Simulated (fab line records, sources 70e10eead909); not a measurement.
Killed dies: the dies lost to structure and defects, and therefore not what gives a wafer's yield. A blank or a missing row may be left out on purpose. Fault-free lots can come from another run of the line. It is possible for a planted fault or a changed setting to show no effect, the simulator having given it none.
Problem report in the 8D (eight disciplines) form, filled by code    flow nand harc    the parts of the form that need people (team, actions taken, sign-off) are left out

== 1. WHAT IS WRONG ==
At NHARC_END_SORT_01, killed at array averages 674 over 4 wafers from 3 lots, while fault-free wafers read 26, standard deviation 11. Relative to the usual mean, that is a shift of +59 standard deviations.
Seen first at day 23 00:50 on prober-02, wafer L468.1. The record has a number at this step for 8 wafers belonging to 3 lots. Rule for "out" (also "out of limits"): further than 4 standard deviations from the usual mean. All remaining wafers that have a number are taken as sound.

== 2. WHAT IT IS; WHAT IT IS NOT ==
question                     is                              is not
which readings at this step  killed at array, killed dies    killed at other, killed at periphery, killed open, killed short
which lots                   L468, L469, L471                -
which wafers of those lots   L468.1, L468.4, L469.4, L471.1  L468.6, L469.2, L469.6, L471.2
read on which gauges         prober-02                       -
when                         from day 23 00:50               up to then (0 sound wafers); but 4 sound wafers of L468, L469, L471 came after

== 3. WHAT RULES OUT EACH SUSPECT ==
Counting: any tool at a process step up to the reading remains a suspect provided it ran every lot that is out. Sound lots after the first of them don't rule it out here, since some wafers of a struck lot are sound.
- ruled out: the gauge at NHARC_END_SORT_01. All the wafers that are out were read on prober-02, but those of them that NHARC_A_STAIRCASE_ETCH_23 has rows for are out there too, on other tools.
- rie diel-01 at NHARC_A_STAIRCASE_TRIM_22 (chemistry O2, time 211.2 s): kept. It ran every lot that is out, first L468 (day 11 23:59). With no start given for some of its lots, NHARC_A_STAIRCASE_TRIM_22 uses the hours and lot order of NHARC_A_STAIRCASE_ETCH_23.
- rie diel-01 at NHARC_A_STAIRCASE_ETCH_23 (etches the open film in C4F8/O2, target depth 100 nm, time 40.5 s): kept. It ran every lot that is out, first L468 (day 11 23:59). On those wafers its own readings are out: oes product au.
- rie diel-01 at NHARC_A_STAIRCASE_TRIM_26 (chemistry O2, time 211.2 s): kept. It ran every lot that is out, first L468 (day 23 00:50). With no start given for some of its lots, NHARC_A_STAIRCASE_TRIM_26 uses the hours and lot order of NHARC_END_SORT_01.
The count leaves rie diel-01 at NHARC_A_STAIRCASE_TRIM_22, rie diel-01 at NHARC_A_STAIRCASE_ETCH_23, and rie diel-01 at NHARC_A_STAIRCASE_TRIM_26.

== 4. THE CAUSE (what the simulator had put in) ==
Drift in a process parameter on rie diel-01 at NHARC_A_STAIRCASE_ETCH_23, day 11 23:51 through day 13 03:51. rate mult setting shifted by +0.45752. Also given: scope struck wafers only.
3 suspects survive the count, and this tool is in that group.

== 5. THE CHAIN OF EFFECTS, in route order ==
Each row: a reading whose mean over the struck wafers that have a number lies more than 3 standard deviations from the usual. Scope: only readings with a usual standard deviation given in the record; hours: median across lots of the time from each lot's start at the first step in this table that gives one to its start at this step; sigmas: change in usual standard deviations.
hours  step                       reading          usual       on struck wafers  change  sigmas
0      NHARC_A_STAIRCASE_ETCH_23  oes product au   0.941 a.u.  1.176             +0.235  +17
265    NHARC_END_SORT_01          killed at array  26          674               +648    +59
265    NHARC_END_SORT_01          killed dies      29          677               +648    +59
The process steps in it:
- NHARC_A_STAIRCASE_ETCH_23: etches the open film in C4F8/O2, target depth 100 nm, time 40.5 s.

== 6. WHAT WOULD HAVE CAUGHT IT SOONER ==
In this record the first reading out of limits at a measuring or inspecting step was taken at day 23 00:50, 265 hours after the fault began at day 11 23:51.
The tool's own readings at NHARC_A_STAIRCASE_ETCH_23 were out on every struck wafer that the step has a row for (oes product au): an alarm limit on them would have fired on the first of those.
The start of NHARC_A_STAIRCASE_ETCH_23 on rie diel-01 came by day 23 00:50 for every one of the lots that are out (3). A hold on the tool at that time would have spared none of them.
